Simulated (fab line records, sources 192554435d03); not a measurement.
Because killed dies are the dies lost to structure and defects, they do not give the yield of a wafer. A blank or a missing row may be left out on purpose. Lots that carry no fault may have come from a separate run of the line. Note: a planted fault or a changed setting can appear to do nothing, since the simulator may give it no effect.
Chamber matching -- flow n5 finfet -- 4 sister chambers for N5_FIN_CUT_CUT_ETCH_15 on rie si-05
The step etches Si in HBr/Cl2/O2, target depth 100 nm, bt time 10 s, time 42.4 s. 4 wafers are shown with their chamber, then 8 later ones without.

== WAFERS, EACH WITH ITS CHAMBER ==
wafer,chamber,throttle valve pct (%)
L079.5,1,37.07
L080.6,2,37.03
L083.3,3,37.11
L084.1,0,37.27

== WAFERS WITHOUT THEIR CHAMBER ==
wafer,throttle valve pct (%)
L084.3,37.08
L084.5,37.27
L092.1,37.10
L092.4,37.31
L092.5,37.11
L096.1,37.12
L096.2,37.03
L096.6,37.26

== WHICH CHAMBER EACH ONE RAN IN ==
wafer,from the rows above,in truth
L084.3,can't be placed: 1 or 3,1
L084.5,0,0
L092.1,can't be placed: 3 or 1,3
L092.4,0,0
L092.5,3,3
L096.1,3,3
L096.2,2,2
L096.6,0,0
Placed correctly: 6 of 8. Not placeable from these rows: 2 (in 2, the candidates include the true chamber). Number placed wrongly: 0.
How it was worked out, from the rows above alone: a wafer's distance from a chamber is the root of the sum, over the readings, of the square of ((its reading less the chamber's mean) divided by the reading's scatter). If the next closest chamber is less than 2 further off than the closest, the wafer can't be placed; otherwise it belongs to the closest. Each chamber's mean is taken over the wafers shown for it. The scatter: with one shown wafer a chamber, the root of the mean of the squares of how far each hidden wafer lies from its nearest shown one.
